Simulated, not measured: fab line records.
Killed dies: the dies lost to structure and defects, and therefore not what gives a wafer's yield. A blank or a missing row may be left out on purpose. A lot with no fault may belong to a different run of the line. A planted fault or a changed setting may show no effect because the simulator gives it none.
Comparing a struck lot with a sound one | flow nandHarc | 15 out of 1159 route steps
Sound: these wafers, L355.1, L355.4, L355.6. Struck: wafers L351.3, L351.4, L351.6. At the end, the cause is stated.
At each step with rows: each side's tool, then ch and its chambers, then its first start. Under that, the readings that differ: sound wafers | struck wafers | difference of the means | sigmas: that difference in standard deviations of wafers without a fault.
alike: words and numbers the same on both sides, and readings whose means are apart by under 2 such deviations; not compared: readings that were withheld, readings missing a value for some wafer, numbers with overlapping values and no deviation given by the record, and bounds like >300 which may hide the same value.
A row with sigmas, a row that says differs or no value, or rows on one side alone: a step with any of these is where the two part. Numbers that have no deviation but don't overlap get no sigmas and don't part them. Lack of a reading on every wafer of one side parts them only where that side has two or more wafers.

first, 5 steps without rows for these wafers: NHARC_A_CONTACT_SOFTBAKE_64 (time 55 s); NHARC_A_CONTACT_EBR_65; NHARC_A_CONTACT_EXPOSE_66 (exposes mask A CC 2); NHARC_A_CONTACT_PEB_67 (peb time 65 s); NHARC_A_CONTACT_DEVELOP_68 (develop time 35 s).
NHARC_A_CONTACT_CD_MEAS_69 targets a cd of 200 nm.
  sound on cdSem-01 ch 0, day 19 10:41; struck on cdSem-02 ch 0, day 17 12:09
  alike: cdNm
NHARC_A_CONTACT_OVL_MEAS_70:
  sound on overlay-02 at day 19 10:47; struck on overlay-02 at day 17 12:14
  alike: overlayXNm, overlayYNm
NHARC_A_CONTACT_INSPECT_71:
  sound on defectInspect-01 at day 19 10:49; struck on defectInspect-02 at day 17 12:16
  alike: rawDefectCount
NHARC_A_CONTACT_DESCUM_74: chemistry O2, time 3 s.
  sound on rieDiel-03 ch 0,1,2, day 19 10:52; struck on rieDiel-13 ch 0,2, day 17 12:20
  alike: chamberPressureMTorr, drypumpMotorCurrentA, oesProductAu, rfVppV, showerheadPlenumPTorr, throttleValvePct
  not compared: rfHoursCounterH
NHARC_A_CONTACT_ETCH_75: etches the open film in CF4, target depth 39 nm, time 65 s.
  sound on rieDiel-03 ch 0,2,3, day 19 11:01; struck on rieDiel-13 ch 1,3, day 17 12:25
  alike: biasW, cf4FlowSccm, chamberPressureMTorr, drypumpMotorCurrentA, oesProductAu, rfVppV, showerheadPlenumPTorr, throttleValvePct
  not compared: rfHoursCounterH
NHARC_A_CONTACT_ETCH_76: etches the open film in N2/H2, target depth 260 nm, time 475.3 s.
  sound on rieDiel-03 ch 0,1,3; struck on rieDiel-13 ch 0,2,3
  alike: biasW, chamberPressureMTorr, drypumpMotorCurrentA, oesProductAu, rfVppV, showerheadPlenumPTorr, throttleValvePct
  not compared: rfHoursCounterH
NHARC_A_CONTACT_ETCH_77: etches the open film in CF4/CHF3, target depth 72.6 nm, time 36.3 s.
  sound on rieDiel-03 ch 0,1,2; struck on rieDiel-13 ch 0,1
  alike: biasW, cf4FlowSccm, chamberPressureMTorr, drypumpMotorCurrentA, oesProductAu, rfVppV, showerheadPlenumPTorr, throttleValvePct
  not compared: rfHoursCounterH
NHARC_A_CONTACT_ETCH_78: etches the open film in O2/COS, target depth 2800 nm, time 728 s.
  sound on rieDiel-03 ch 2,3, day 19 11:35; struck on rieDiel-13 ch 2,3, day 17 13:03
  no value came back on the struck wafers for any of 8 readings (biasW (W), chamberPressureMTorr (mTorr) and others); on the sound wafers biasW (W) reads 300.5 300.6 299.5
  not compared: rfHoursCounterH
NHARC_A_CONTACT_ETCH_124: etches the open film in C4F8/O2/Ar, time 140 s, target depth 700 nm.
  sound on harCapEtch-01 ch 0,1, day 19 12:09; struck on harCapEtch-03 ch 0,1, day 17 13:37
  alike: chamberPressureMTorr, oesAirLineAu
  not compared: rfHoursCounterH
-- record jumps: 3 days between struck wafers' starts before vs after; left off in module A_CONTACT, resumes in module END, first step shown is number 1159 of the route --
NHARC_END_SORT_01:
  sound on prober-02 ch 0, day 22 13:49; struck on prober-01 ch 0, day 20 07:51
reading       | sound    | struck      | difference | sigmas
killedAtArray | 33 34 28 | 671 671 673 | +640       | +58
killedDies    | 41 37 35 | 677 677 677 | +639       | +58
  alike: killedAtOther, killedAtPeriphery, killedOpen, killedShort

## WHERE THEY PART
Earliest at NHARC_A_CONTACT_ETCH_78; latest, in this record, at NHARC_END_SORT_01.

WHY: whatever the simulator had introduced
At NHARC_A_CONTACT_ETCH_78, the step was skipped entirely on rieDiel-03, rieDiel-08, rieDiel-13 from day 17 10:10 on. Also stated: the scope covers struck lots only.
